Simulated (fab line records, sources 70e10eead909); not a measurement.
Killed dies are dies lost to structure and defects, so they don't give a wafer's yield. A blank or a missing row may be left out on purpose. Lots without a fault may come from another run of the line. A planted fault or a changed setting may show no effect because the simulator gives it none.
A struck lot beside a sound one | flow nand_harc | 17 steps out of a route of 1302
Sound: wafers L680.1, L680.2, L680.4. Struck: wafers L681.1, L681.2, L681.3. The cause comes at the end.
At each step with rows: each side's tool, then ch and its chambers, then its first start. Under that, the readings that differ: sound wafers | struck wafers | difference of the means | sigmas: that difference in standard deviations of wafers without a fault.
alike: readings whose means differ by less than 2 such deviations, and words and numbers that are the same on both sides. not compared: withheld readings, readings that some wafer has no value for, bounds like >300 that may hide the same value, and numbers for which the record gives no deviation and whose values overlap.
The two part at a step that has a row with sigmas, a row that says differs or no value, or rows on one side only. Numbers that don't overlap but have no deviation are shown without sigmas and don't part them. A reading that every wafer of one side lacks parts them only if that side has two wafers or more.

NHARC_P_ZERO_WELL_CD_MEAS_11: target cd 500 nm.
  sound on cd_sem-01 ch 0, day 5 15:18; struck on cd_sem-01 ch 0, day 6 01:14
  alike: cd_nm
then, 1 step without rows for these wafers: NHARC_P_ZERO_WELL_HARDBAKE_12 (time 65 s).
NHARC_P_ZERO_WELL_DESCUM_13: chemistry O2, time 3 s.
  sound on rie_diel-05 ch 1,2,3, day 5 15:28; struck on rie_diel-05 ch 1,2,3, day 6 01:25
  alike: drypump_motor_current_A, oes_product_au, rf_vpp_V, showerhead_plenum_p_Torr, throttle_valve_pct
  not compared: rf_hours_counter_h
NHARC_P_ZERO_WELL_ETCH_65: etches the open film in N2/H2, target depth 80 nm, overetch 24 nm, time 87.88 s.
  sound on rie_diel-05 ch 0,1,2, day 5 15:32; struck on rie_diel-05 ch 1,2,3, day 6 01:29
  alike: bias_w, drypump_motor_current_A, h2_flow_sccm, oes_product_au, rf_vpp_V, showerhead_plenum_p_Torr, throttle_valve_pct
  not compared: rf_hours_counter_h
NHARC_P_ZERO_WELL_ETCH_62: etches the open film in CHF3/Ar, target depth 13 nm, time 6.5 s.
  sound on rie_diel-05 ch 0,1,2; struck on rie_diel-05 ch 0,1,2
  alike: bias_w, drypump_motor_current_A, oes_product_au, rf_vpp_V, showerhead_plenum_p_Torr, throttle_valve_pct
  not compared: rf_hours_counter_h
NHARC_P_ZERO_WELL_ETCH_63: etches the open film in HBr/Cl2, target depth 120 nm, time 40.1 s.
  sound on rie_si-06 ch 1,2,3, day 5 15:44; struck on rie_si-06 ch 0,2,3, day 6 01:40
  alike: bias_w, drypump_motor_current_A, oes_product_au, throttle_valve_pct
  not compared: rf_hours_counter_h
then, 6 steps without rows for these wafers: NHARC_P_ZERO_WELL_STRIP_15 (strips in SPM, time 900 s); NHARC_P_ZERO_WELL_DEHYDRATE_16 (time 120 s); NHARC_P_ZERO_WELL_HMDS_17 (time 30 s); NHARC_P_ZERO_WELL_COAT_18; NHARC_P_ZERO_WELL_SOFTBAKE_19 (time 95 s); NHARC_P_ZERO_WELL_EBR_20.
NHARC_P_ZERO_WELL_EXPOSE_21: exposes mask P NWELL, target cd 720 nm.
  sound on krf_scanner-01 ch 0, day 5 16:30; struck on krf_scanner-03 ch 0, day 6 02:26
  reading | sound                         | struck                     | difference | sigmas
  mask    | P_NWELL#0 P_NWELL#0 P_NWELL#0 | P_HVPW#0 P_HVPW#0 P_HVPW#0 | differs    |
then, 2 steps without rows for these wafers: NHARC_P_ZERO_WELL_PEB_22 (peb time 85 s); NHARC_P_ZERO_WELL_DEVELOP_23 (time 70 s).
NHARC_P_ZERO_WELL_CD_MEAS_24: target cd 720 nm.
  sound on cd_sem-03 ch 0, day 5 16:39; struck on cd_sem-03 ch 0, day 6 02:36
  reading    | sound             | struck | difference                    | sigmas
  cd_nm (nm) | 720.4 718.7 719.7 | - - -  | no value on the struck wafers |
then, 1 step without rows for these wafers: NHARC_P_ZERO_WELL_HARDBAKE_25 (time 80 s).

WHERE THEY PART
First at NHARC_P_ZERO_WELL_EXPOSE_21; last, within this record, at NHARC_P_ZERO_WELL_CD_MEAS_24.

WHY: what the simulator had put in
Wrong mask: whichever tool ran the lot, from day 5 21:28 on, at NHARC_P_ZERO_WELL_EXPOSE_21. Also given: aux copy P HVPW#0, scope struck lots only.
